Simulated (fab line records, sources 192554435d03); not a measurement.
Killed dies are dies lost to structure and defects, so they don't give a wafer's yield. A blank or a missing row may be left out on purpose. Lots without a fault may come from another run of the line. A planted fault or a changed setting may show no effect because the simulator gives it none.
A struck lot beside a sound one | flow n5_finfet | 20 steps out of a route of 1938
Sound: wafers L281.2, L281.5. Struck: wafers L284.3, L284.4, L284.6. The cause comes at the end.
At each step with rows: each side's tool, then ch and its chambers, then its first start. Under that, the readings that differ: sound wafers | struck wafers | difference of the means | sigmas: that difference in standard deviations of wafers without a fault.
alike: readings whose means differ by less than 2 such deviations, and words and numbers that are the same on both sides. not compared: withheld readings, readings that some wafer has no value for, bounds like >300 that may hide the same value, and numbers for which the record gives no deviation and whose values overlap.
The two part at a step that has a row with sigmas, a row that says differs or no value, or rows on one side only. Numbers that don't overlap but have no deviation are shown without sigmas and don't part them. A reading that every wafer of one side lacks parts them only if that side has two wafers or more.

first, 8 steps without rows for these wafers: N5_BEOL_M8_COAT_59 (time 60 s, resist thk 100 nm); N5_BEOL_M8_COAT_60 (time 60 s, resist thk 35 nm); N5_BEOL_M8_COAT_05 (resist thk 90 nm); N5_BEOL_M8_EBR_07; N5_BEOL_M8_SOFTBAKE_06 (time 60 s); N5_BEOL_M8_EXPOSE_08 (exposes mask M8); N5_BEOL_M8_PEB_09 (peb time 60 s); N5_BEOL_M8_DEVELOP_10 (develop time 30 s).
N5_BEOL_M8_CD_MEAS_11: target cd 38.5 nm.
  sound on cd_sem-02 ch 0, day 9 06:30; struck on cd_sem-03 ch 0, day 9 17:44
  alike: cd_nm
N5_BEOL_M8_OVL_MEAS_12:
  sound on overlay-02 ch 0, day 9 06:32; struck on overlay-01 ch 0, day 9 17:46
  alike: M8_OVL
N5_BEOL_M8_INSPECT_13: inspects for defects (brightfield).
  sound on defect_inspect-01, day 9 06:33; struck on defect_inspect-02, day 9 17:47
  alike: raw_defect_count
N5_BEOL_M8_DESCUM_16: chemistry O2, time 7.9 s.
  sound on rie_diel-01 ch 1,2, day 9 06:35; struck on rie_diel-05 ch 2,3, day 9 17:49
  alike: drypump_motor_current_A, oes_product_au, rf_fwd_power_W, rf_vpp_V, showerhead_plenum_p_Torr, throttle_valve_pct
  not compared: rf_hours_counter_h
N5_BEOL_M8_ETCH_61: etches SiARC in CF4, target depth 45.5 nm, time 75.8 s.
  sound on rie_diel-01 ch 1,2, day 9 06:37; struck on rie_diel-05 ch 2,3, day 9 17:52
  no value came back on the struck wafers for any of 9 readings (bias_w (W), cf4_flow_sccm (sccm) and others); on the sound wafers bias_w (W) reads 36.13 36.17
  reading                                      | sound     | struck         | difference | sigmas
  model.CAR-ArF_of_BEOL_M8_COAT_05.thk_nm (nm) | 50.8 50.6 | 83.4 83.2 83.2 | +32.6      |
  not compared: rf_hours_counter_h
N5_BEOL_M8_ETCH_62: etches SOC in N2/H2, target depth 110 nm, overetch 22 nm, time 165 s.
  sound on rie_diel-01 ch 1,2, day 9 06:41; struck on rie_diel-05 ch 2,3, day 9 17:55
  reading               | sound     | struck         | difference | sigmas
  oes_product_au (a.u.) | 0.73 0.73 | 0.28 0.28 0.27 | -0.45      | -6
  alike: bias_w, chamber_pressure_mTorr, drypump_motor_current_A, rf_fwd_power_W, rf_vpp_V, showerhead_plenum_p_Torr, throttle_valve_pct
  not compared: rf_hours_counter_h
then, 1 step without rows for these wafers: N5_BEOL_M8_STRIP_68 (strips in N2/H2).
N5_BEOL_M8_STRIP_67: strips in CF4.
  sound on rie_diel-01 ch 1,2, day 9 06:49; struck on rie_diel-05 ch 2,3, day 9 18:04
  alike: drypump_motor_current_A, oes_product_au, rf_vpp_V, showerhead_plenum_p_Torr, throttle_valve_pct
  not compared: rf_hours_counter_h
N5_BEOL_M8_HM_OPEN_17: chemistry Cl2/BCl3, target TiN, target depth 20 nm, overetch 6 nm.
  sound on rie_metal-02 ch 1, day 9 06:52; struck on rie_metal-02 ch 0,1, day 9 18:08
  reading                | sound       | struck            | difference | sigmas
  oes_product_au (a.u.)  | 0.58 0.57   | 0.24 0.34 0.34    | -0.27      | -3
  throttle_valve_pct (%) | 21.88 21.89 | 22.54 22.73 22.76 | +0.79      | +5
  alike: drypump_motor_current_A, rf_fwd_power_W
  not compared: rf_hours_counter_h
N5_BEOL_M8_STRIP_19: strips in O2.
  sound on rie_diel-03 ch 2,3, day 9 06:58; struck on rie_diel-01 ch 1,3, day 9 18:14
  reading                     | sound   | struck      | difference | sigmas
  drypump_motor_current_A (A) | 5.1 5.2 | 6.1 5.7 6.1 | +0.8       | +2
  alike: oes_product_au, rf_vpp_V, showerhead_plenum_p_Torr, throttle_valve_pct
  not compared: rf_hours_counter_h
N5_BEOL_M8_CD_MEAS_18: pitch 80 nm, target cd 40 nm.
  sound on cd_sem-03, day 9 07:04; struck on cd_sem-01, day 9 18:19
  reading    | sound     | struck | difference                    | sigmas
  cd_nm (nm) | 39.3 41.5 | - - -  | no value on the struck wafers |
then, 1 step without rows for these wafers: N5_BEOL_M8_COAT_63 (time 60 s, resist thk 60 nm).

WHERE THEY PART
First at N5_BEOL_M8_ETCH_61; last, within this record, at N5_BEOL_M8_CD_MEAS_18.

WHY: what the simulator had put in
Skipped step whole: rie_diel-05, from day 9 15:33 on, at N5_BEOL_M8_ETCH_61. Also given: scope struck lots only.
